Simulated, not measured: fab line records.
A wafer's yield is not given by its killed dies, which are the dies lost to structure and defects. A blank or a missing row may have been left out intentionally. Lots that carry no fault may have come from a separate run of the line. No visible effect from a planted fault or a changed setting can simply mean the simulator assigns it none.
A lot that was struck, set against a sound lot || flow n5_finfet || 15 steps out of a route of 1938
Sound: these wafers, L183.2, L183.3, L183.5. Struck: wafers L194.5, L194.6 (left out: L194.1, a lot-mate that was not struck); the cause follows at the end.
For every step that has rows: the tool of each side, followed by ch and its chambers, followed by its first start. Under that, the readings that differ: sound wafers || struck wafers || difference of the means || sigmas: that difference in standard deviations of wafers without a fault.
alike: same words and numbers on both sides, and readings whose means sit less than 2 such deviations apart. not compared: any withheld reading, any reading some wafer has no value for, any bound like >300 that may hide the same value, and any number with overlapping values for which the record gives no deviation.
Wherever a step has rows on one side only, a row that says differs or no value, or a row with sigmas, the two part there. When numbers do not overlap yet have no deviation, they are printed without sigmas and do not part them. Lack of a reading on every wafer of one side parts them only where that side has two or more wafers.

first, 2 steps without rows for these wafers: N5_MOL_CONTACT_COAG_CONTACT_ETCH_14 (etches SiO2 in C4F6/O2, target depth 27.5 nm, overetch 8.5 nm, time 20 s); N5_MOL_CONTACT_COAG_STRIP_109 (strips in C4F6/O2).
N5_MOL_CONTACT_COAG_ETCH_15: etches SiNx in CH3F/O2, stops on Si:P, target depth 7 nm.
  sound on rie_diel-01 ch 1,3, day 5 10:59; struck on rie_diel-06 ch 0,1, day 8 06:28
  alike: CH3F_flow_sccm, chamber_pressure_mTorr, drypump_motor_current_A, oes_product_au, rf_vpp_V, showerhead_plenum_p_Torr, throttle_valve_pct
  not compared: rf_hours_counter_h
N5_MOL_CONTACT_COAG_ETCH_110: etches Si in CF4/O2, target depth 2.5 nm, time 8 s.
  sound on rie_diel-01 ch 1,3, day 5 11:03; struck on rie_diel-06 ch 0,1, day 8 06:32
  alike: chamber_pressure_mTorr, drypump_motor_current_A, oes_product_au, rf_vpp_V, showerhead_plenum_p_Torr, throttle_valve_pct
  not compared: rf_hours_counter_h
N5_MOL_CONTACT_COAG_STRIP_98: strips in N2/H2.
  sound on rie_diel-01 ch 1,3, day 5 11:06; struck on rie_diel-06 ch 0,1, day 8 06:35
  alike: bias_power_w, chamber_pressure_mTorr, drypump_motor_current_A, oes_product_au, rf_vpp_V, showerhead_plenum_p_Torr, throttle_valve_pct
  not compared: rf_hours_counter_h
N5_MOL_CONTACT_COAG_CD_MEAS_99: target cd 17.2 nm.
  sound on cd_sem-03 at day 5 11:10; struck on cd_sem-01 at day 8 06:39
  alike: cd_nm
then, 2 steps without rows for these wafers: N5_MOL_CONTACT_COAG_IMPLANT_129; N5_MOL_CONTACT_COAG_PRECLEAN_111 (cleans in NF3:NH3, afs cycles 1, time 20 s, sublimation time 60 s).
N5_MOL_CONTACT_COAG_TI_SIL_19: material Ti, target thk 4.2 nm, time 15 s.
  sound on pvd_sputter-03 at day 5 12:07; struck on pvd_sputter-01 at day 8 07:46
  alike: susceptor_temp_C, throttle_valve_pct
then, 3 steps without rows for these wafers: N5_MOL_CONTACT_COAG_ALD_20 (deposits TiN, target thk 1.5 nm, pulse time 1 s, purge time 3 s); N5_MOL_CONTACT_COAG_SIL_ANNEAL_21 (time 60 s); N5_MOL_CONTACT_COAG_PRE_CLEAN_141 (time 60 s).
N5_MOL_CONTACT_COAG_SPUTTER_143: material Co, target thk 2.5 nm.
  sound on pvd_sputter-01 at day 5 13:23; struck on pvd_sputter-01 at day 8 09:08
{"reading": "model.Co_of_MOL_CONTACT_COAG_SPUTTER_143.thk_nm (nm)", "sound": "2.4 2.6 2.6", "struck": "4.2 4.2", "difference": "+1.7", "sigmas": ""}
  alike: susceptor_temp_C, throttle_valve_pct
N5_MOL_CONTACT_COAG_CO_FILL_22: material Co, precursor CCTBA/H2, target thk 20 nm.
  sound on cvd_co-02 ch 0,1, day 5 13:32; struck on cvd_co-02 ch 1,2, day 8 09:17
  alike: heater_power_w, susceptor_temp_C
-- a jump in the record: the struck wafers' starts before and after are 8 days apart (it breaks off in module MOL_CONTACT_COAG and resumes in module PASSIVATION, where the first step shown is number 1936 of the route) --
N5_PASSIVATION_PROBE_49:
  record: rows for the struck wafers here (prober-01, day 16 14:07), none for the sound ones

== WHERE THEY PART ==
Within this record, at N5_PASSIVATION_PROBE_49 only.

WHY: the cause the simulator had injected
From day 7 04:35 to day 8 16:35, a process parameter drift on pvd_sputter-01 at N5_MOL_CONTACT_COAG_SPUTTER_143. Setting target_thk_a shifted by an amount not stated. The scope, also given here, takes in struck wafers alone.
